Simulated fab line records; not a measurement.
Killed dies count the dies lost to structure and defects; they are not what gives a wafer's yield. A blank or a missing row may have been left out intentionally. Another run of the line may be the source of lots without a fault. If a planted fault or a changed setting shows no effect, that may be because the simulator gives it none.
Chamber matching	flow nand_harc	NHARC_A_STAIRCASE_DESCUM_186 on rie_diel-05 has 4 sister chambers
The step chemistry O2, time 3 s. 8 wafers are shown with their chamber, then 8 later ones without.

WAFERS WITH THEIR CHAMBER
wafer	chamber	drypump_motor_current_A (A)	showerhead_plenum_p_Torr (Torr)
L081.1	1	5.0	2.06
L081.2	0	5.4	2.08
L081.5	0	5.4	2.07
L084.2	2	6.4	1.77
L088.1	3	6.4	1.78
L088.2	1	4.9	2.05
L088.4	2	6.4	1.77
L090.2	3	6.4	1.77

WAFERS MISSING THEIR CHAMBER
wafer	drypump_motor_current_A (A)	showerhead_plenum_p_Torr (Torr)
L090.3	6.4	1.77
L090.5	6.4	1.77
L092.2	6.4	1.76
L092.4	5.4	2.06
L092.5	5.0	2.04
L094.3	6.4	1.77
L094.4	6.4	1.76
L094.5	6.4	1.76

CHAMBER TAKEN BY EACH
wafer	from the rows above	in truth
L090.3	can't be placed: 2 or 3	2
L090.5	can't be placed: 2 or 3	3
L092.2	can't be placed: 2 or 3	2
L092.4	0	0
L092.5	1	1
L094.3	can't be placed: 2 or 3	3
L094.4	can't be placed: 2 or 3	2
L094.5	can't be placed: 2 or 3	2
Correctly placed: 2 of 8. Cannot be placed on the basis of these rows: 6; the candidates contain the true chamber in 6. 0 placed wrongly.
How it was worked out, from the rows above alone: a wafer's distance from a chamber is the root of the sum, over the readings, of the square of ((its reading less the chamber's mean) divided by the reading's scatter). The wafer belongs to the nearest chamber; if the next one is less than 2 further off, it can't be placed. For every chamber, the mean is computed from those of its wafers that are shown. The scatter: take each reading less its chamber's mean, square it, sum over the shown wafers, divide by the number of wafers less the number of chambers, and take the root.
